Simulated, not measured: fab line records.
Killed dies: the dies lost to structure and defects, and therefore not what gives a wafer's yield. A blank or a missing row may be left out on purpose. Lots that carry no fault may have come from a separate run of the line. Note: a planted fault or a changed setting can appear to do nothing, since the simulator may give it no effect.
fab line records + flow n5Finfet
record
- lots=12
- wafers=33
- lastDay=19
route steps=1938 shown MIM_BOT_LITHO@1863 TV_LITHO@1885 TV_OPEN@1889 PASSIVATION@1926
lots that met no fault: taken from a fault-free run of the same line
startH: hours from the record's opening day to when the first of the lot's shown wafers began + waitH: time in hours since the lot's previous step + " repeats the value in the row above + L1.1+2: one row covering several wafers at once + - no value, or no start given + * or withheld: withheld + < > ~ a bound
route shown NAME@n: names a module that has steps shown in the file, with the first one's number in the route + usual: mean and standard deviation over wafers with no fault + same: alike in all rows + chamber/n: place in a boat + sites: the reading at each site + _std_site: the values' standard deviation + _edge_site: mean of outer sites minus mean of inner sites + radiusMm: how far each site lies from the wafer's centre + mask NAME#n: copy n + behind: the most recent tool/chamber to have shaped the wafer + hold: why the lot was held/for how many hours/how that ended + device: transistor that didn't switch, given as n, p or np + end of line: tests of these same wafers at the route's end + step lacking rows: just its recipe + killed: the dies lost at the first sort to structure and to defects; this is not the yield of the wafer + map: shows each die of a wafer: x if killed, . if not, _ if none is there
set.NAME: the run value of the setting; set.NAME@STEP: its run value at that earlier step + model.NAME: the simulator's own value behind a step, which no gauge read
a sample of lots followed through the steps of the route, with each step as a table and each wafer as a row
services: the hour from which a tool's chamber was out of use, counted from the record's first day as startH (under 0 if before that day), plus the number of hours and why
## steps
# step N5_MIM_BOT_LITHO_OVL_MEAS_11
# recipe
- pointsPerWafer=44
# usual
- MIM_BOT_OVL=-1/5
| lot.wafer | tool       | chamber | startH | waitH | MIM_BOT_OVL[nm] |
|-----------|------------|---------|--------|-------|-----------------|
| L994.2    | overlay-02 | 0       | 294.98 | 0.0   | 6               |
| L994.5    | "          | 0       | "      | "     | -5              |
| L994.6    | "          | 0       | "      | "     | 1               |
| L995.4    | overlay-02 | 0       | 295.31 | 0.0   | -3              |
| L995.5    | "          | 0       | "      | "     | -4              |
| L995.6    | "          | 0       | "      | "     | -2              |
| L999.3    | overlay-02 | 0       | 316.16 | 0.0   | -9              |
| L999.4    | "          | 0       | "      | "     | 6               |
| L999.5    | "          | 0       | "      | "     | -9              |
| L100.2    | overlay-02 | 0       | 319.10 | 0.0   | 6               |
| L100.3    | "          | 0       | "      | "     | 6               |
| L100.5    | "          | 0       | "      | "     | -2              |
| L103.1    | overlay-02 | 0       | 341.40 | 0.0   | 2               |
| L103.4    | "          | 0       | "      | "     | 9               |
| L103.6    | "          | 0       | "      | "     | 3               |
| L105.1    | overlay-02 | 0       | 353.47 | 0.0   | 5               |
| L105.3    | "          | 0       | "      | "     | -7              |
| L110.2    | overlay-02 | 0       | 391.27 | 0.0   | -4              |
| L110.3    | "          | 0       | "      | "     | 4               |
| L110.4    | "          | 0       | "      | "     | -3              |
| L108.2    | overlay-02 | 0       | 401.01 | 0.0   | 7               |
| L108.3    | "          | 0       | "      | "     | -9              |
| L108.6    | "          | 0       | "      | "     | 2               |
| L115.1    | overlay-01 | 0       | 418.40 | 0.0   | 4               |
| L115.3    | "          | 0       | "      | "     | -2              |
| L115.5    | "          | 0       | "      | "     | 5               |
| L113.2    | overlay-01 | 0       | 418.54 | 0.0   | 3               |
| L113.5    | "          | 0       | "      | "     | -4              |
| L114.1    | overlay-02 | 0       | 418.88 | 0.0   | 10              |
| L114.2    | "          | 0       | "      | "     | 4               |
| L114.4    | "          | 0       | "      | "     | 2               |
| L116.4    | overlay-02 | 0       | 438.80 | 0.0   | 2               |
| L116.5    | "          | 0       | "      | "     | 0               |
# step N5_PASSIVATION_INSPECT_61
# recipe
- mode=adi
- inspectInstrument=macro
# usual
- rawDefectCount=2.1/1.5
| lot.wafer | tool             | chamber | startH | waitH | rawDefectCount |
|-----------|------------------|---------|--------|-------|----------------|
| L995.4    | defectInspect-01 | -       | 300.32 | 0.0   | 1              |
| L995.5    | "                | -       | "      | "     | 1              |
| L995.6    | "                | -       | "      | "     | 3              |
| L994.2    | defectInspect-01 | -       | 300.50 | 0.0   | 1              |
| L994.5    | "                | -       | "      | "     | 5              |
| L994.6    | "                | -       | "      | "     | 4              |
| L999.3    | defectInspect-01 | -       | 318.24 | 0.0   | 1              |
| L999.4    | "                | -       | "      | "     | 3              |
| L999.5    | "                | -       | "      | "     | 2              |
| L100.2    | defectInspect-01 | -       | 322.23 | 0.0   | 1              |
| L100.3    | "                | -       | "      | "     | 2              |
| L100.5    | "                | -       | "      | "     | 0              |
| L103.1    | defectInspect-02 | -       | 342.82 | 0.0   | 1              |
| L103.4    | "                | -       | "      | "     | 3              |
| L103.6    | "                | -       | "      | "     | 3              |
| L105.1    | defectInspect-02 | -       | 358.67 | 0.0   | 2              |
| L105.3    | "                | -       | "      | "     | 2              |
| L110.2    | defectInspect-02 | -       | 394.92 | 0.0   | 1              |
| L110.3    | "                | -       | "      | "     | 4              |
| L110.4    | "                | -       | "      | "     | 3              |
| L108.2    | defectInspect-01 | -       | 403.03 | 0.0   | 1              |
| L108.3    | "                | -       | "      | "     | 3              |
| L108.6    | "                | -       | "      | "     | 0              |
| L113.2    | defectInspect-01 | -       | 422.77 | 0.0   | 3              |
| L113.5    | "                | -       | "      | "     | 0              |
| L114.1    | defectInspect-01 | -       | 423.62 | 0.0   | 4              |
| L114.2    | "                | -       | "      | "     | 1              |
| L114.4    | "                | -       | "      | "     | 1              |
| L115.1    | defectInspect-01 | -       | 423.78 | 0.0   | 4              |
| L115.3    | "                | -       | "      | "     | 1              |
| L115.5    | "                | -       | "      | "     | 0              |
| L116.4    | defectInspect-01 | -       | 442.28 | 0.0   | 2              |
| L116.5    | "                | -       | "      | "     | 3              |
# step N5_PASSIVATION_STRIP_14
# recipe
- chemistry=O2
- powerW=600
- tempC=60
- pressureMtorr=30
- rfFrequencyHz=6e+07
- biasPowerW=0
- overashFraction=0.5
- o2FlowSccm=225
# usual
- drypumpMotorCurrentA=5.5/0.49
- oesProductAu=0.80/0.078
- rfVppV=3.7/0.9
- showerheadPlenumPTorr=2.10/0.075
- throttleValvePct=16.69/0.22
| lot.wafer | tool       | chamber | startH | waitH | drypumpMotorCurrentA | oesProductAu | rfHoursCounterH | rfVppV | showerheadPlenumPTorr | throttleValvePct |
|-----------|------------|---------|--------|-------|----------------------|--------------|-----------------|--------|-----------------------|------------------|
| L995.4    | rieDiel-04 | 3       | 300.72 | 0.0   | 6.4                  | 0.72         | -               | 3.8    | 2.06                  | 16.84            |
| L995.5    | "          | 0       | "      | "     | 5.3                  | 0.86         | -               | 3.2    | 2.09                  | 16.55            |
| L995.6    | "          | 1       | "      | "     | 5.6                  | 0.76         | -               | 4.3    | 2.09                  | 16.83            |
| L994.2    | rieDiel-01 | 0       | 300.89 | 0.1   | 5.4                  | 0.92         | 39              | 3.6    | 2.23                  | 16.66            |
| L994.5    | "          | 2       | "      | "     | 5.4                  | 0.85         | -               | 5.0    | 2.04                  | 16.49            |
| L994.6    | "          | 3       | "      | "     | 5.6                  | 0.87         | -               | 3.4    | 2.15                  | 16.38            |
| L999.3    | rieDiel-04 | 1       | 318.62 | 0.1   | 5.7                  | 0.76         | 186             | 4.5    | 2.09                  | 16.83            |
| L999.4    | "          | 2       | "      | "     | 4.8                  | 1.03         | 1               | 2.8    | 2.24                  | 16.22            |
| L999.5    | "          | 2       | "      | "     | 4.7                  | 1.01         | -               | 3.8    | 2.24                  | 16.21            |
| L100.2    | rieDiel-03 | 0       | 322.67 | 0.1   | 5.0                  | 0.87         | 52              | 1.6    | 2.21                  | 16.42            |
| L100.3    | "          | 1       | "      | "     | 5.6                  | 0.71         | 227             | 3.6    | 2.08                  | 17.03            |
| L100.5    | "          | 0       | "      | "     | 5.0                  | 0.88         | -               | 3.4    | 2.21                  | 16.43            |
| L103.1    | rieDiel-03 | 2       | 343.62 | 0.1   | 5.1                  | 0.78         | 139             | 3.2    | 2.09                  | 16.69            |
| L103.4    | "          | 0       | "      | "     | 5.0                  | 0.87         | 58              | 4.1    | 2.21                  | 16.47            |
| L103.6    | "          | 0       | "      | "     | 5.0                  | 0.87         | -               | 4.1    | 2.21                  | 16.46            |
| L105.1    | rieDiel-01 | 0       | 359.23 | 0.1   | 5.4                  | 0.87         | 56              | 3.9    | 2.22                  | 16.72            |
| L105.3    | "          | 1       | "      | "     | 5.1                  | 0.68         | 225             | 4.1    | 1.97                  | 17.00            |
| L110.2    | rieDiel-03 | 3       | 395.50 | 0.1   | 6.2                  | 0.77         | 98              | 4.7    | 2.02                  | 16.76            |
| L110.3    | "          | 1       | "      | "     | 5.6                  | 0.69         | 247             | 5.0    | 2.08                  | 17.08            |
| L110.4    | "          | 2       | "      | "     | 5.1                  | 0.76         | 153             | 3.6    | 2.08                  | 16.72            |
| L108.2    | rieDiel-01 | 2       | 403.41 | 0.1   | 5.4                  | 0.80         | 100             | 3.1    | 2.03                  | 16.58            |
| L108.3    | "          | 3       | "      | "     | 5.6                  | 0.83         | 74              | 3.2    | 2.14                  | 16.44            |
| L108.6    | "          | 1       | "      | "     | 5.1                  | 0.68         | -               | 3.6    | 1.97                  | 17.12            |
| L113.2    | rieDiel-03 | 1       | 423.15 | 0.1   | 5.6                  | 1.02         | 0               | 4.0    | 2.07                  | 16.62            |
| L113.5    | "          | 3       | "      | "     | 6.2                  | 0.75         | -               | 2.5    | 2.02                  | 16.78            |
| L114.1    | rieDiel-01 | 0       | 424.01 | 0.1   | 5.4                  | 0.85         | 76              | 3.6    | 2.22                  | 16.76            |
| L114.2    | "          | 1       | "      | "     | 5.1                  | 0.67         | 244             | 4.3    | 1.97                  | 17.12            |
| L114.4    | "          | 2       | "      | "     | 5.4                  | 0.81         | 107             | 4.5    | 2.03                  | 16.57            |
| L115.1    | rieDiel-04 | 1       | 424.28 | 0.1   | 5.7                  | 0.75         | 213             | 4.2    | 2.08                  | 16.89            |
| L115.3    | "          | 2       | "      | "     | 4.7                  | 0.92         | 35              | 3.1    | 2.22                  | 16.31            |
| L115.5    | "          | 0       | "      | "     | 5.2                  | 0.81         | -               | 4.7    | 2.08                  | 16.65            |
| L116.4    | rieDiel-03 | 0       | 442.66 | 0.1   | 5.0                  | 0.83         | 88              | 2.0    | 2.20                  | 16.47            |
| L116.5    | "          | 1       | "      | "     | 5.6                  | 0.95         | -               | 4.4    | 2.07                  | 16.63            |
# step N5_PASSIVATION_OVL_MEAS_66
# recipe
- pointsPerWafer=44
# usual
- PASS_OPEN_OVL=1/6.6
| lot.wafer | tool       | chamber | startH | waitH | PASS_OPEN_OVL[nm] |
|-----------|------------|---------|--------|-------|-------------------|
| L995.4    | overlay-02 | 0       | 304.21 | 0.0   | -3                |
| L995.5    | "          | 0       | "      | "     | 3                 |
| L995.6    | "          | 0       | "      | "     | 2                 |
| L994.2    | overlay-02 | 0       | 304.46 | 0.0   | -1                |
| L994.5    | "          | 0       | "      | "     | -3                |
| L994.6    | "          | 0       | "      | "     | -5                |
| L999.3    | overlay-02 | 0       | 322.15 | 0.0   | 7                 |
| L999.4    | "          | 0       | "      | "     | 7                 |
| L999.5    | "          | 0       | "      | "     | -1                |
| L100.2    | overlay-02 | 0       | 330.37 | 0.1   | -13               |
| L100.3    | "          | 0       | "      | "     | 1                 |
| L100.5    | "          | 0       | "      | "     | 2                 |
| L103.1    | overlay-02 | 0       | 348.17 | 0.0   | 1                 |
| L103.4    | "          | 0       | "      | "     | -2                |
| L103.6    | "          | 0       | "      | "     | 4                 |
| L105.1    | overlay-02 | 0       | 362.35 | 0.0   | 16                |
| L105.3    | "          | 0       | "      | "     | 6                 |
| L110.2    | overlay-02 | 0       | 398.74 | 0.0   | -6                |
| L110.3    | "          | 0       | "      | "     | -3                |
| L110.4    | "          | 0       | "      | "     | -6                |
| L108.2    | overlay-01 | 0       | 408.57 | 0.0   | 2                 |
| L108.3    | "          | 0       | "      | "     | -4                |
| L108.6    | "          | 0       | "      | "     | 6                 |
| L113.2    | overlay-01 | 0       | 426.42 | 0.0   | 0                 |
| L113.5    | "          | 0       | "      | "     | 10                |
| L114.1    | overlay-01 | 0       | 427.13 | 0.0   | 4                 |
| L114.2    | "          | 0       | "      | "     | -3                |
| L114.4    | "          | 0       | "      | "     | -1                |
| L115.1    | overlay-01 | 0       | 427.32 | 0.0   | 4                 |
| L115.3    | "          | 0       | "      | "     | 5                 |
| L115.5    | "          | 0       | "      | "     | 3                 |
| L116.4    | overlay-01 | 0       | 446.41 | 0.0   | 9                 |
| L116.5    | "          | 0       | "      | "     | 20                |
# step N5_PASSIVATION_PROBE_49
# usual
- defectLimitedYield=91.3/1.4
- killed_at_M0_to_M3=36/10
- killed_at_M4_up=13/5.4
- killedAtContacts=12/5.3
- killedAtFrontEnd=39/10
- killedAtOther=3.2/2.7
- killedDies=103/16
- killedOpen=68/13
- killedShort=33/6.6
- sort_bin_4_leakage=0.01/0.031
- sort_bin_5_function=5.1/0.92
- sort_bin_6_memory=3.3/0.68
- sort_bin_8_speed=0.1/0.41
- sortNPass=1077/17
- sortYieldPct=91.2/1.4
# same
- grossDies=1180
- killedAtBackSide=0
| lot.wafer | tool      | chamber | startH | waitH | defectLimitedYield[%] | killed_at_M0_to_M3 | killed_at_M4_up | killedAtContacts | killedAtFrontEnd | killedAtOther | killedDies | killedOpen | killedShort | sort_bin_4_leakage[%] | sort_bin_5_function[%] | sort_bin_6_memory[%] | sort_bin_8_speed[%] | sortNPass | sortYieldPct[%] |
|-----------|-----------|---------|--------|-------|-----------------------|--------------------|-----------------|------------------|------------------|---------------|------------|------------|-------------|-----------------------|------------------------|----------------------|---------------------|-----------|-----------------|
| L110.2    | prober-01 | -       | 402.41 | 0.1   | 94.0                  | 19                 | 13              | 9                | 29               | 1             | 71         | 54         | 16          | 0                     | 4.2                    | 1.6                  | 0                   | 1109      | 94.0            |
| L110.3    | prober-01 | -       | 402.46 | 0.1   | 90.6                  | 32                 | 2               | 23               | 50               | 4             | 111        | 74         | 37          | 0                     | 6.0                    | 3.1                  | 0                   | 1069      | 90.6            |
| L110.4    | prober-01 | -       | 402.51 | 0.2   | 92.5                  | 23                 | 12              | 22               | 29               | 2             | 88         | 64         | 24          | 0                     | 4.5                    | 2.7                  | 0                   | 1092      | 92.5            |
| L108.2    | prober-01 | -       | 412.06 | 0.1   | 81.9                  | 28                 | 12              | 7                | 40               | 127           | 214        | 59         | 24          | 0                     | 11.5                   | 3.6                  | 0                   | 966       | 81.9            |
| L108.3    | prober-01 | -       | 412.11 | 0.1   | 81.4                  | 47                 | 13              | 10               | 44               | 105           | 219        | 86         | 29          | 0                     | 11.0                   | 5.2                  | 0                   | 961       | 81.4            |
| L108.6    | prober-01 | -       | 412.26 | 0.3   | 78.5                  | 30                 | 9               | 9                | 69               | 137           | 254        | 62         | 47          | 0                     | 13.3                   | 4.5                  | 0                   | 926       | 78.5            |
| L114.1    | prober-01 | -       | 430.72 | 0.0   | 81.9                  | 33                 | 6               | 4                | 36               | 134           | 213        | 49         | 34          | 0                     | 11.2                   | 4.2                  | 0                   | 967       | 81.9            |
| L114.2    | prober-01 | -       | 430.77 | 0.1   | 79.4                  | 44                 | 12              | 8                | 46               | 133           | 243        | 67         | 34          | 0                     | 11.9                   | 4.7                  | 0.8                 | 928       | 78.6            |
| L114.4    | prober-01 | -       | 430.87 | 0.2   | 83.9                  | 14                 | 10              | 7                | 33               | 126           | 190        | 44         | 22          | 0                     | 11.4                   | 2.7                  | 0.1                 | 989       | 83.8            |
# killed by level:class
L110.2 STI_FIN_REVEAL:geometricParticle:open=11 BEOL_M4:geometricParticle:open=8 MOL_CONTACT_COAG:geometricParticle:open=6 ILD0:geometricParticle:open=4 BEOL_M0_SAQP:geometricParticle:short=4 BEOL_M0:geometricParticle:open=4 BEOL_M2:geometricParticle:open=4 MOL_CONTACT_COAG:geometricParticle:short=3
L110.3 MOL_CONTACT_COAG:geometricParticle:open=17 FIN_SAQP:geometricParticle:short=10 STI_FIN_REVEAL:geometricParticle:open=10 BEOL_M1:geometricParticle:open=10 BEOL_M2:geometricParticle:open=10 FIN_SAQP:geometricParticle:open=8 GATE_CUT:geometricParticle:short=7 MOL_CONTACT_COAG:geometricParticle:short=6
L110.4 MOL_CONTACT_COAG:geometricParticle:open=16 BEOL_M2:geometricParticle:open=8 MOL_CONTACT_COAG:geometricParticle:short=6 BEOL_M4:geometricParticle:open=6 FIN_SAQP:geometricParticle:open=5 STI_FIN_REVEAL:geometricParticle:open=5 DUMMY_GATE:geometricParticle:open=5 BEOL_M3:geometricParticle:open=4
L108.2 TV_OPEN:unspecified=120 HKMG_FIN:areaEtch=11 BEOL_M1:geometricParticle:open=8 FIN_SAQP:geometricParticle:open=6 MOL_CONTACT_COAG:geometricParticle:open=6 FIN_SAQP:geometricParticle:short=5 BEOL_M0:geometricParticle:open=5 BEOL_M4:geometricParticle:open=4
L108.3 TV_OPEN:unspecified=101 BEOL_M2:geometricParticle:open=16 BEOL_M3:geometricParticle:open=10 DUMMY_GATE:geometricParticle:open=8 MOL_CONTACT_COAG:geometricParticle:open=7 FIN_SAQP:geometricParticle:short=6 STI_FIN_REVEAL:geometricParticle:open=6 GATE_CUT:geometricParticle:open=5
L108.6 TV_OPEN:unspecified=131 STI_FIN_REVEAL:geometricParticle:open=14 HKMG_FIN:areaEtch=13 BEOL_M3:geometricParticle:short=8 FIN_SAQP:geometricParticle:short=7 DUMMY_GATE:geometricParticle:open=7 MOL_CONTACT_COAG:geometricParticle:open=6 FIN_SAQP:geometricParticle:open=5
L114.1 TV_OPEN:unspecified=130 BEOL_M0_SAQP:geometricParticle:short=12 FIN_SAQP:geometricParticle:open=11 BEOL_M0_SAQP:geometricParticle:open=10 ILD0:geometricParticle:short=6 BEOL_M1:geometricParticle:open=5 FIN_SAQP:geometricParticle:short=4 DUMMY_GATE:geometricParticle:open=4
L114.2 TV_OPEN:unspecified=131 BEOL_M0_SAQP:geometricParticle:short=14 BEOL_M0_SAQP:geometricParticle:open=11 HKMG_FIN:areaEtch=11 STI_FIN_REVEAL:geometricParticle:open=10 MOL_CONTACT_COAG:geometricParticle:open=8 BEOL_M1:geometricParticle:open=7 FIN_SAQP:geometricParticle:open=6
L114.4 TV_OPEN:unspecified=124 FIN_SAQP:geometricParticle:open=8 STARTING-WAFER:geometricParticle:open=6 BEOL_M0_SAQP:geometricParticle:short=5 MOL_CONTACT_COAG:geometricParticle:open=5 BEOL_M2:geometricParticle:open=5 ILD0:geometricParticle:open=4 ILD0:geometricParticle:short=4
## services
| tool       | chamber | startH | hours | kind                         |
|------------|---------|--------|-------|------------------------------|
| rieDiel-04 | 2       | 292.60 | -     | clean                        |
| rieDiel-04 | 2       | 292.60 | -     | consumableReplace:focusRing  |
| rieDiel-04 | 2       | 292.60 | -     | consumableReplace:showerhead |
| rieDiel-04 | 2       | 292.60 | 22.2  | scheduledDown                |
| rieDiel-04 | 2       | 292.60 | 22.2  | ventCycle                    |
| rieDiel-03 | -       | 302.43 | 0.1   | repair                       |
| rieDiel-04 | -       | 305.71 | 4.3   | pm                           |
| rieDiel-01 | -       | 311.69 | 0.4   | repair                       |
| rieDiel-04 | 1       | 386.02 | 8.0   | repair                       |
| rieDiel-03 | 1       | 408.68 | -     | clean                        |
| rieDiel-03 | 1       | 408.68 | -     | consumableReplace:focusRing  |
| rieDiel-03 | 1       | 408.68 | 12.4  | scheduledDown                |
| rieDiel-03 | 1       | 408.68 | 12.4  | ventCycle                    |
| rieDiel-01 | 1       | 441.82 | -     | clean                        |
| rieDiel-01 | 1       | 441.82 | -     | consumableReplace:focusRing  |
| rieDiel-01 | 1       | 441.82 | -     | consumableReplace:showerhead |
## key
firstSign
- step=N5_PASSIVATION_PROBE_49
- reading=killedAtOther
- direction=up
- sigmas=46
- usual=3.2
- struck=127
effect
- step=N5_PASSIVATION_PROBE_49
- reading=defectLimitedYield
- direction=down
- sigmas=7.4
- usual=91.3
- struck=81.2
moreKillsBornAt
- N5_PASSIVATION_STRIP_14@rieDiel-01=737
metAt N5_PASSIVATION_STRIP_14
struckLots L108,L114
baselineLoss
- step=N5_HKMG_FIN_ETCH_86
- wafers=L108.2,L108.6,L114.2
notActingAt N5_MIM_BOT_LITHO_OVL_MEAS_11,N5_PASSIVATION_INSPECT_61,N5_PASSIVATION_OVL_MEAS_66
onsetBetween 359.23 403.41
fault
- kind=chamberParticleSource
- tool=rieDiel-01
- chamber=-
- onsetH=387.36
- steps=N5_PASSIVATION_STRIP_14
- ratePerVisitCm2=0.95217
- endH=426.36
# baselineLoss: these wafers lose ten dies or more at that step, a loss of the line's own and not of a fault; the sort's usual values leave them out
